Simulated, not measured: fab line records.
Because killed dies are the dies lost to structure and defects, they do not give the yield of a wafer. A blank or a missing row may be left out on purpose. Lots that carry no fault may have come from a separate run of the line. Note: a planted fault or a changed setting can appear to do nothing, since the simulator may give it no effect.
fab line records ; flow n5Finfet
record: lots: 5; wafers: 15; lastDay: 17
route steps=1938 shown BEOL_M8@1379 BEOL_M9@1401 PASSIVATION@1936
lots with no fault: from the same line, run without faults
startH: start of the lot's first displayed wafer, in hours after the record's first day ; waitH: how many hours have passed since the lot's step before this one ; " repeats the value in the row above ; L1.1+2: a row that stands for several wafers ; - value missing, or start not given ; * or withheld: withheld ; < > ~ a bound
route shown NAME@n: a module of which the file shows steps, and the number in the route of the first ; usual: mean and standard deviation over wafers with no fault ; same: alike in all rows ; chamber/n: place in a boat ; sites: each site's reading ; _std_site: the values' standard deviation ; _edge_site: mean of outer sites minus mean of inner sites ; radiusMm: for every site, how far away it sits from the centre of the wafer ; mask NAME#n: copy n ; behind: the tool/chamber that last shaped the wafer ; hold: the reason the lot was held/the length of the hold in hours/how it ended ; device: names the non-switching transistor (n, p or np) ; end of line: tests of these same wafers at the route's end ; a step with no rows: only its recipe ; killed: the dies lost at the first sort to structure and to defects; this is not the yield of the wafer ; map: shows each die of a wafer: x if killed, . if not, _ if none is there
set.NAME: the setting that was run; set.NAME@STEP: the one run at that earlier step ; model.NAME: the simulator's own value behind a step, which no gauge read
lots at selected steps of the route; one table per step, one row per wafer
services: a tool's chamber out of use, with start hour (startH, from the record's first day; less than 0 if before it), hours out, and reason
== steps ==
step: N5_BEOL_M8_STRIP_80
recipe: chemistry: N2/H2; timeS: 10; powerW: 450; tempC: 40; pressureMtorr: 20; rfFrequencyHz: 6e+07; biasPowerW: 7; n2FlowSccm: 200; h2FlowSccm: 200
step: N5_BEOL_M8_OCD_MEAS_38
usual: trenchDepthNm: 92.3/1.2
lot.wafer;tool;chamber;startH;waitH;trenchDepthNm
L782.1;ocd-01;-;220.25;-;90.6
L782.2;ocd-01;-;220.25;-;93.2
L782.5;ocd-01;-;220.25;-;90.8
L785.1;ocd-02;-;231.50;-;94.7
L785.2;ocd-02;-;231.50;-;93.3
L785.5;ocd-02;-;231.50;-;93.6
L798.1;ocd-01;-;312.49;-;92.0
L798.3;ocd-01;-;312.49;-;92.1
L798.4;ocd-01;-;312.49;-;92.7
L799.4;ocd-02;-;322.53;-;92.2
L799.5;ocd-02;-;322.53;-;91.9
L799.6;ocd-02;-;322.53;-;91.7
L802.3;ocd-01;-;330.24;-;90.3
L802.5;ocd-01;-;330.24;-;92.0
L802.6;ocd-01;-;330.24;-;90.7
step: N5_BEOL_M8_HM_STRIP_39
recipe: chemistry: peroxideTinStrip; material: TiN; targetDepthA: 250; tempC: 50; timeS: 158
step: N5_BEOL_M8_SRD_40
recipe: timeS: 30; tempC: 23; rinseLiquid: diw; dry: ipaMarangoni
step: N5_BEOL_M8_PRECLEAN_42
recipe: chemistry: residueRemover; timeS: 60; tempC: 40
step: N5_BEOL_M8_SRD_43
recipe: timeS: 30; tempC: 23; rinseLiquid: diw; dry: ipaMarangoni
step: N5_BEOL_M8_CD_MEAS_35
recipe: targetCdNm: 40; polarity: opening
usual: cdNm: 40.1/0.5
lot.wafer;tool;chamber;startH;waitH;cdNm
L782.1;cdSem-01;-;220.40;0.0;39.6
L782.2;cdSem-01;-;220.40;0.0;40.6
L782.5;cdSem-01;-;220.40;0.0;39.3
L785.1;cdSem-03;-;231.66;0.0;39.3
L785.2;cdSem-03;-;231.66;0.0;40.2
L785.5;cdSem-03;-;231.66;0.0;40.5
L798.1;cdSem-03;-;312.64;0.0;40.8
L798.3;cdSem-03;-;312.64;0.0;39.8
L798.4;cdSem-03;-;312.64;0.0;40.6
L799.4;cdSem-01;-;322.68;0.0;39.2
L799.5;cdSem-01;-;322.68;0.0;40.6
L799.6;cdSem-01;-;322.68;0.0;40.0
L802.3;cdSem-03;-;330.40;0.0;39.8
L802.5;cdSem-03;-;330.40;0.0;40.0
L802.6;cdSem-03;-;330.40;0.0;40.0
step: N5_BEOL_M8_CURE_75
recipe: tempC: 370; timeS: 120; ambient: DMADMS/He; material: SiCOH_lowk
step: N5_BEOL_M8_DEGAS_44
recipe: ambient: vacuum; tempC: 250; timeS: 60
usual: heaterPowerW: 344/58
same: timeS: 60
lot.wafer;tool;chamber;startH;waitH;heaterPowerW
L782.1;pvdSputter-02;-;221.36;0.9;367
L782.2;pvdSputter-02;-;221.36;0.9;279
L782.5;pvdSputter-02;-;221.36;0.9;408
L785.1;pvdSputter-02;-;233.71;2.0;404
L785.2;pvdSputter-02;-;233.71;2.0;277
L785.5;pvdSputter-02;-;233.71;2.0;376
L798.1;pvdSputter-01;-;313.00;0.3;340
L798.3;pvdSputter-01;-;313.00;0.3;292
L798.4;pvdSputter-01;-;313.00;0.3;330
L799.4;pvdSputter-01;-;323.41;0.3;328
L799.5;pvdSputter-01;-;323.41;0.3;283
L799.6;pvdSputter-01;-;323.41;0.3;341
L802.3;pvdSputter-03;-;331.06;0.5;306
L802.5;pvdSputter-03;-;331.06;0.5;279
L802.6;pvdSputter-03;-;331.06;0.5;337
step: N5_BEOL_M8_PRE_CLEAN_45
recipe: gas: H2/He; timeS: 30; tempC: 250
usual: heaterPowerW: 344/59
same: timeS: 30
lot.wafer;tool;chamber;startH;waitH;heaterPowerW
L782.1;pvdSputter-02;-;221.40;0.0;369
L782.2;pvdSputter-02;-;221.40;0.0;284
L782.5;pvdSputter-02;-;221.40;0.0;405
L785.1;pvdSputter-02;-;233.75;0.0;419
L785.2;pvdSputter-02;-;233.75;0.0;274
L785.5;pvdSputter-02;-;233.75;0.0;368
L798.1;pvdSputter-01;-;313.04;0.0;340
L798.3;pvdSputter-01;-;313.04;0.0;291
L798.4;pvdSputter-01;-;313.04;0.0;326
L799.4;pvdSputter-01;-;323.45;0.0;326
L799.5;pvdSputter-01;-;323.45;0.0;285
L799.6;pvdSputter-01;-;323.45;0.0;342
L802.3;pvdSputter-03;-;331.10;0.0;307
L802.5;pvdSputter-03;-;331.10;0.0;277
L802.6;pvdSputter-03;-;331.10;0.0;340
step: N5_BEOL_M8_ALD_77
recipe: material: TaN; targetThkA: 20; tempC: 275; aldPrecursorFamily: PDMAT; aldCoReactant: NH3; pressureTorr: 3; carrierFlowSccm: 1500; pulseTimeS: 2; purgeTimeS: 3; coReactantPurgeTimeS: 2; coReactantPulseTimeS: 3; aldCycles: 40; precursorVesselTempC: 75; precursorVesselPressureTorr: 26.25; precursorVesselCarrierSccm: 1000
usual: chamberPressureTorr: 3.001/0.0067; heaterPowerW: 423/39; precursorVesselTempC: 75.02/0.12
same: coReactantPurgeTimeS: 2; pulseTimeS: 2
lot.wafer;tool;chamber;startH;waitH;chamberPressureTorr;heaterPowerW;precursorVesselTempC
L782.1;aldMetal-03;3;221.46;0.0;2.987;409;74.94
L782.2;aldMetal-03;2;221.46;0.0;2.999;427;75.08
L782.5;aldMetal-03;0;221.46;0.0;3.004;444;74.98
L785.1;aldMetal-04;3;233.81;0.0;3.010;431;75.16
L785.2;aldMetal-04;2;233.81;0.0;2.999;524;74.96
L785.5;aldMetal-04;2;233.81;0.0;2.997;498;75.00
L798.1;aldMetal-03;0;313.10;0.0;3.012;451;75.04
L798.3;aldMetal-03;1;313.10;0.0;3.000;394;75.14
L798.4;aldMetal-03;3;313.10;0.0;2.998;396;74.90
L799.4;aldMetal-02;3;323.49;0.0;2.984;415;75.03
L799.5;aldMetal-02;3;323.49;0.0;2.997;409;75.26
L799.6;aldMetal-02;0;323.49;0.0;2.991;364;74.99
L802.3;aldMetal-04;1;331.16;0.0;3.005;394;74.93
L802.5;aldMetal-04;3;331.16;0.0;3.004;445;75.01
L802.6;aldMetal-04;2;331.16;0.0;2.997;504;74.93
step: N5_BEOL_M8_SURFACE_TREAT_79
recipe: gas: Ar; timeS: *; ionEnergyEv: *; ionCurrentMaCm2: 0.5; pressureMtorr: *; arFlowSccm: 30
step: N5_BEOL_M8_CVD_78
recipe: material: Co; targetThkA: 20; tempC: withheld; precursor: CCTBA/H2; pressureTorr: 30; timeS: 142.3
usual: chamberPressureTorr: 30.00/0.057
same: timeS: 142.3
lot.wafer;tool;chamber;startH;waitH;chamberPressureTorr
L782.1;cvdCo-01;2;221.83;0.0;29.93
L782.2;cvdCo-01;0;221.83;0.0;30.02
L782.5;cvdCo-01;2;221.83;0.0;30.05
L785.1;cvdCo-01;1;234.23;0.0;29.97
L785.2;cvdCo-01;2;234.23;0.0;30.04
L785.5;cvdCo-01;0;234.23;0.0;30.04
L798.1;cvdCo-01;0;313.70;0.3;29.90
L798.3;cvdCo-01;2;313.70;0.3;30.10
L798.4;cvdCo-01;2;313.70;0.3;29.95
L799.4;cvdCo-01;0;323.94;0.1;30.00
L799.5;cvdCo-01;1;323.94;0.1;29.96
L799.6;cvdCo-01;2;323.94;0.1;29.91
L802.3;cvdCo-01;0;331.65;0.2;29.93
L802.5;cvdCo-01;0;331.65;0.2;30.00
L802.6;cvdCo-01;2;331.65;0.2;29.93
step: N5_BEOL_M8_SPUTTER_48
recipe: material: Cu; targetThkA: 100; tempC: -20; biasV: 60; powerW: 26000; chamberPressurePa: 0.13; timeS: 1.667
step: N5_BEOL_M8_ECD_50
recipe: material: Cu; targetThkA: 3000
step: N5_BEOL_M8_ANNEAL_51
recipe: tempC: 225; timeS: 90; ambient: N2
step: N5_BEOL_M8_CMP_52
recipe: stopOn: SiCOH_lowk; tOverpolishS: 6.9; downForcePsi: 1; platenRpm: 50; clearingPlatenDownForcePsi: 1.5; clearingPlatenRpm: 50; postCmpClean: cuAlkaline; targetThkNm: 80; clearingPlatenPadVelocityMS: 0.99484; padVelocityMS: 0.99484
step: N5_BEOL_M8_THK_MEAS_53
recipe: thkMeasGauge: xrf; reads: Cu_of_BEOL_M8_ECD_50
usual: M8_THK: 78.4/1.4
lot.wafer;tool;chamber;startH;waitH;M8_THK[nm]
L782.1;filmMetro-01;-;223.03;-;78.4
L782.2;filmMetro-01;-;223.03;-;78.3
L782.5;filmMetro-01;-;223.03;-;78.9
L785.1;filmMetro-01;-;235.23;-;80.0
L785.2;filmMetro-01;-;235.23;-;78.0
L785.5;filmMetro-01;-;235.23;-;78.6
L798.1;filmMetro-02;-;315.54;-;77.4
L798.3;filmMetro-02;-;315.54;-;74.9
L798.4;filmMetro-02;-;315.54;-;78.4
L799.4;filmMetro-02;-;325.58;-;78.6
L799.5;filmMetro-02;-;325.58;-;77.8
L799.6;filmMetro-02;-;325.58;-;78.2
L802.3;filmMetro-01;-;332.75;-;76.5
L802.5;filmMetro-01;-;332.75;-;78.0
L802.6;filmMetro-01;-;332.75;-;76.9
step: N5_BEOL_M8_PRE_CLEAN_55
recipe: gas: NH3; timeS: 15; tempC: withheld; rfPowerW: 300
step: N5_BEOL_M8_DEP_56
recipe: material: SiCN; targetThkA: 100; tempC: withheld; precursor: 3MS/NH3; pressureTorr: 3; rfW: 202; timeS: 17.5
step: N5_BEOL_M8_RS_MEAS_57
recipe: thkMeasGauge: four-point-probe; reads: Cu_of_BEOL_M8_ECD_50+Co_of_BEOL_M8_CVD_78+TaN_of_BEOL_M8_ALD_77
usual: M8_RS: 0.289/0.0065
lot.wafer;tool;chamber;startH;waitH;M8_RS[ohm/sq]
L782.1;filmMetro-02;-;223.16;0.1;0.291
L782.2;filmMetro-02;-;223.16;0.1;0.291
L782.5;filmMetro-02;-;223.16;0.1;0.289
L785.1;filmMetro-01;-;235.36;0.1;0.284
L785.2;filmMetro-01;-;235.36;0.1;0.290
L785.5;filmMetro-01;-;235.36;0.1;0.289
L798.1;filmMetro-01;-;315.67;0.1;0.291
L798.3;filmMetro-01;-;315.67;0.1;0.301
L798.4;filmMetro-01;-;315.67;0.1;0.288
L799.4;filmMetro-01;-;325.71;0.0;0.283
L799.5;filmMetro-01;-;325.71;0.0;0.288
L799.6;filmMetro-01;-;325.71;0.0;0.287
L802.3;filmMetro-01;-;332.88;0.1;0.297
L802.5;filmMetro-01;-;332.88;0.1;0.290
L802.6;filmMetro-01;-;332.88;0.1;0.295
step: N5_BEOL_M9_ILD_DEP_00
recipe: material: SiCOH_lowk; targetThkA: 3085.1; tempC: 300; precursor: DEMS/porogen; pressureTorr: 5; rfW: 500; timeS: 58
step: N5_BEOL_M9_CURE_71
recipe: tempC: 385; timeS: 240; ambient: He/Ar; material: SiCOH_lowk
usual: lampPowerPct: 52.32/0.046; wafer_temp_C_max: 387.1/0.73
same: timeS: 240
lot.wafer;tool;chamber;startH;waitH;lampPowerPct;wafer_temp_C_max
L782.1;uvCure-01;0;223.30;0.0;52.34;386.2
L782.2;uvCure-01;0;223.30;0.0;52.27;386.0
L782.5;uvCure-01;0;223.30;0.0;52.31;386.3
L785.1;uvCure-03;2;235.50;0.0;52.34;388.5
L785.2;uvCure-03;2;235.50;0.0;52.30;388.4
L785.5;uvCure-03;2;235.50;0.0;52.35;388.2
L798.1;uvCure-03;1;315.84;0.1;52.34;387.1
L798.3;uvCure-03;1;315.84;0.1;52.31;387.4
L798.4;uvCure-03;1;315.84;0.1;52.26;386.4
L799.4;uvCure-01;2;326.33;0.5;52.32;387.5
L799.5;uvCure-01;2;326.33;0.5;52.38;387.0
L799.6;uvCure-01;2;326.33;0.5;52.27;386.7
L802.3;uvCure-03;2;333.52;0.5;52.19;389.0
L802.5;uvCure-03;2;333.52;0.5;52.29;387.4
L802.6;uvCure-03;2;333.52;0.5;52.37;388.5
step: N5_BEOL_M9_THK_MEAS_01
recipe: reads: SiCOH_lowk_of_BEOL_M9_ILD_DEP_00
usual: M9_ILD_THK: 268/3.3
lot.wafer;tool;chamber;startH;waitH;M9_ILD_THK[nm]
L782.1;filmMetro-01;-;224.29;0.8;264
L782.2;filmMetro-01;-;224.29;0.8;271
L782.5;filmMetro-01;-;224.29;0.8;275
L785.1;filmMetro-02;-;236.01;0.4;263
L785.2;filmMetro-02;-;236.01;0.4;266
L785.5;filmMetro-02;-;236.01;0.4;272
L798.1;filmMetro-02;-;316.35;0.4;266
L798.3;filmMetro-02;-;316.35;0.4;272
L798.4;filmMetro-02;-;316.35;0.4;267
L799.4;filmMetro-01;-;326.84;0.4;275
L799.5;filmMetro-01;-;326.84;0.4;272
L799.6;filmMetro-01;-;326.84;0.4;273
L802.3;filmMetro-01;-;333.87;0.3;268
L802.5;filmMetro-01;-;333.87;0.3;270
L802.6;filmMetro-01;-;333.87;0.3;270
step: N5_BEOL_M9_PECVD_70
recipe: material: SiO2; targetThkA: 200; tempC: 400; precursor: TEOS/O2; pressureTorr: 5.5; rfW: 450; teosFlowSccm: 53.8; gas: O2; flowSccm: 3000; timeS: 22.7
step: N5_BEOL_M9_HM_DEP_02
recipe: material: TiN; targetThkA: 200; tempC: 25; chamberPressurePa: 0.49996
usual: chamberPressurePa: 0.4999/0.00088; throttleValvePct: 29.7/0.98
lot.wafer;tool;chamber;startH;waitH;chamberPressurePa;throttleValvePct
L782.1;pvdSputter-03;-;224.51;0.2;0.5009;29.9
L782.2;pvdSputter-03;-;224.51;0.2;0.4994;31.4
L782.5;pvdSputter-03;-;224.51;0.2;0.5004;28.0
L785.1;pvdSputter-03;-;236.63;0.6;0.5003;29.1
L785.2;pvdSputter-03;-;236.63;0.6;0.4996;31.2
L785.5;pvdSputter-03;-;236.63;0.6;0.4992;29.3
L798.1;pvdSputter-03;-;316.95;0.5;0.5002;29.8
L798.3;pvdSputter-03;-;316.95;0.5;0.4995;27.7
L798.4;pvdSputter-03;-;316.95;0.5;0.4997;31.3
L799.4;pvdSputter-02;-;327.27;0.4;0.4983;29.7
L799.5;pvdSputter-02;-;327.27;0.4;0.4993;29.9
L799.6;pvdSputter-02;-;327.27;0.4;0.5009;30.8
L802.3;pvdSputter-01;-;334.85;0.9;0.5000;31.3
L802.5;pvdSputter-01;-;334.85;0.9;0.4989;28.9
L802.6;pvdSputter-01;-;334.85;0.9;0.5004;31.3
step: N5_BEOL_M9_COAT_59
recipe: resist: SOC; tempC: 250; timeS: 60; spinRpm: 1500; resistThkNm: 100
step: N5_BEOL_M9_COAT_60
recipe: resist: SiARC; tempC: 220; timeS: 60; spinRpm: 1500; resistThkNm: 30
step: N5_BEOL_M9_COAT_05
recipe: resist: CAR-ArF; spinRpm: 1500; resistThkNm: 90
step: N5_BEOL_M9_EBR_07
recipe: solvent: PGMEA; ebrWidthMm: 1.5
step: N5_BEOL_M9_SOFTBAKE_06
recipe: tempC: 110; timeS: 60; resist: CAR-ArF
step: N5_BEOL_M9_EXPOSE_08
recipe: maskId: M9; na: 1.35; sourceShape: dipole; sigmaInner: 0.411; sigmaOuter: 0.611; polarization: te; doseMj: 53.75
step: N5_BEOL_M9_PEB_09
recipe: pebTempC: withheld; pebTimeS: 60; resist: CAR-ArF
step: N5_BEOL_M9_DEVELOP_10
recipe: developTimeS: 30; developer: TMAH; resist: CAR-ArF; rinseLiquid: diw; dry: airSpin; devTempC: 23
step: N5_BEOL_M9_CD_MEAS_11
recipe: targetCdNm: 64.1; landingEnergyEv: 500; detector: seInlens; polarity: opening
usual: cdNm: 64.2/0.56
lot.wafer;tool;chamber;startH;waitH;cdNm
L782.1;cdSem-02;0;225.01;-;62.2
L782.2;cdSem-02;0;225.01;-;63.3
L782.5;cdSem-02;0;225.01;-;63.0
L785.1;cdSem-03;0;237.14;-;64.4
L785.2;cdSem-03;0;237.14;-;63.8
L785.5;cdSem-03;0;237.14;-;64.3
L798.1;cdSem-01;0;317.45;-;64.5
L798.3;cdSem-01;0;317.45;-;64.5
L798.4;cdSem-01;0;317.45;-;64.8
L799.4;cdSem-01;0;327.78;-;64.4
L799.5;cdSem-01;0;327.78;-;63.7
L799.6;cdSem-01;0;327.78;-;64.1
L802.3;cdSem-01;0;335.35;-;64.7
L802.5;cdSem-01;0;335.35;-;64.7
L802.6;cdSem-01;0;335.35;-;64.4
step: N5_BEOL_M9_OVL_MEAS_12
recipe: pointsPerWafer: 44
usual: M9_OVL: -0.2/0.7
lot.wafer;tool;chamber;startH;waitH;M9_OVL[nm]
L782.1;overlay-02;0;225.04;0.0;-2.0
L782.2;overlay-02;0;225.04;0.0;-1.8
L782.5;overlay-02;0;225.04;0.0;-0.8
L785.1;overlay-02;0;237.17;0.0;0.1
L785.2;overlay-02;0;237.17;0.0;0.4
L785.5;overlay-02;0;237.17;0.0;-1.4
L798.1;overlay-02;0;317.49;0.0;1.2
L798.3;overlay-02;0;317.49;0.0;0.9
L798.4;overlay-02;0;317.49;0.0;0.1
L799.4;overlay-01;0;327.80;0.0;0.4
L799.5;overlay-01;0;327.80;0.0;-1.1
L799.6;overlay-01;0;327.80;0.0;-0.7
L802.3;overlay-02;0;335.37;0.0;1.8
L802.5;overlay-02;0;335.37;0.0;0.0
L802.6;overlay-02;0;335.37;0.0;0.9
step: N5_BEOL_M9_DESCUM_16
recipe: chemistry: O2; timeS: 7.9; sourcePowerW: 50; biasPowerW: 20; pressureMtorr: 20; rfFrequencyHz: 2.712e+07; tempC: 40; resist: CAR-ArF; o2FlowSccm: 225
step: N5_BEOL_M9_ETCH_61
recipe: chemistry: CF4; target: SiARC; targetDepthA: 390; maskMaterial: CAR-ArF; timeS: 65; ionEnergyEv: 80; pressureMtorr: 40; sourceW: 545; biasW: 36; Ar_flow_sccm: 100; cf4FlowSccm: 100; ends: cleared
step: N5_BEOL_M9_ETCH_62
recipe: chemistry: N2/H2; target: SOC; targetDepthA: 1100; overetchA: 220; maskMaterial: SiARC; tempC: 40; timeS: 165; ionEnergyEv: 200; pressureMtorr: 30; sourceW: 840; biasW: 150; n2FlowSccm: 200; h2FlowSccm: 200
step: N5_BEOL_M9_STRIP_68
recipe: chemistry: N2/H2; tempC: 40; n2FlowSccm: 200; h2FlowSccm: 200; rfFrequencyHz: 6e+07
step: N5_PASSIVATION_PROBE_49
usual: defectLimitedYield: 91.7/1.5; killed_at_M0_to_M3: 32/9.6; killed_at_M4_up: 13/5.3; killedAtContacts: 12/6.8; killedAtFrontEnd: 36/9.8; killedAtOther: 4/3.1; killedDies: 98/17; killedOpen: 65/13; killedShort: 32/8.5; sort_bin_5_function: 4.9/0.93; sort_bin_6_memory: 3.2/0.67; sort_bin_8_speed: 0.00/0.02; sortNPass: 1082/17; sortYieldPct: 91.7/1.4
same: grossDies: 1180; killedAtBackSide: 0; sort_bin_4_leakage[%]: 0
lot.wafer;tool;chamber;startH;waitH;defectLimitedYield[%];killed_at_M0_to_M3;killed_at_M4_up;killedAtContacts;killedAtFrontEnd;killedAtOther;killedDies;killedOpen;killedShort;sort_bin_5_function[%];sort_bin_6_memory[%];sort_bin_8_speed[%];sortNPass;sortYieldPct[%]
L785.5;prober-01;-;294.83;0.2;83.2;23;152;2;14;7;198;38;21;9.6;3.1;0;982;83.2
killed by level:class
L785.5 BEOL_M8:unspecified=137 BEOL_M2:geometricParticle:open=7 BEOL_M1:geometricParticle:open=5 STI_FIN_REVEAL:geometricParticle:open=3 BEOL_M3:geometricParticle:open=3 BEOL_M4:geometricParticle:open=3 BEOL_M5:geometricParticle:open=3 STARTING-WAFER:geometricParticle:short=3
map L785.5 (x killed, . not)
_________________...x..xxxxxx________________
______________........x.xxxxxxxx_____________
___________..........xxxxxxxxxxxxxx__________
__________........xxxxxxxxxxxxxxxxxx_________
________...........xxxxxxxxxxxxxxxxx.._______
_______............xxxxxxxxxxxxxxxxxx..______
______............x.xxx.xxxxxxxxxxxxx..._____
_____...........x.....xxxxxxxxxxxx...x...____
____....x..x........xx.xxxxxxxxxxx.x...x..___
___.....................xxxxxxxxxx.........__
___........x............x..xx.x.....x......__
__.....x............x.....xx...x...x......x._
__.........................x................_
_.........x..xx.......x.............x........
_......................................x.....
_.........................x.x..x.............
_.......x.....................x..............
_.................x..........x...............
_......x...x.................................
_....x..................xx...x..x........xx..
_............................................
__x.......................................x._
__.............x................x..........._
___...........x..............xx........x...__
___.................x......................__
____...................x.....x............___
_____...x..x.............................____
______.................................._____
_______........................xx......______
________..x...x......................._______
__________......................x..._________
___________.............x..........__________
______________...............x.._____________
_________________.........x..________________
map L802.5 (x killed, . not)
_________________......x...x.________________
______________.........x........_____________
___________..x..........xx..x..xx..__________
__________.x......x................._________
________................x...........x._______
_______x.x..x.....x.....x.......x......______
______.....x.x........x............x...._____
_____.x..............xx...x..............____
____....x.....................x...........___
___.x.......x.xx..........xx.....x....x.x.x__
___x..............x...x....................__
__..........x..............................._
__...x..x..x..........x....................x_
_......xx..x....x..............x.............
_...x.............x.......xx......x..........
_..................x.x.x.x...................
_.....x...................x.................x
_.....x..............x......x..............x.
_....................x..................x...x
_x.............x..x..........x..xxx..........
_.........x.x....xx......x....x........x.....
__..............x................x.........._
__.............x.......x................x..._
___.........x............x......x..........__
___......x......x..............xx.x........__
____.......x...........x..................___
_____...............x............x.xx....____
______............xx.x...............x.x_____
_______.....x.....x......xx..x.........______
________xx................x..........._______
__________.....x..x..x.......x......_________
___________x.x................x....__________
______________.....x............_____________
_________________..xx........________________
== services ==
tool;chamber;startH;hours;kind
aldMetal-02;1;206.93;17.4;repair
aldMetal-02;3;220.36;5.6;repair
uvCure-03;-;258.81;7.5;pm
aldMetal-02;0;291.48;1.9;repair
uvCure-03;-;331.59;0.8;repair
== key ==
firstSign: step: N5_PASSIVATION_PROBE_49; reading: killed_at_M4_up; direction: up; sigmas: 26; usual: 13; struck: 152
effect: step: N5_PASSIVATION_PROBE_49; reading: defectLimitedYield; direction: down; sigmas: 5.8; usual: 91.7; struck: 83.2
moreKillsBornAt: N5_BEOL_M8_CVD_78@cvdCo-01: 137
metAt N5_BEOL_M8_CVD_78
struckWafers L785.5
onsetBetween 221.83 234.23
fault: kind: chamberParticleSource; tool: cvdCo-01; chamber: 0; onsetH: 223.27; steps: N5_BEOL_M8_CVD_78; ratePerVisitCm2: 2.0831; endH: 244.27
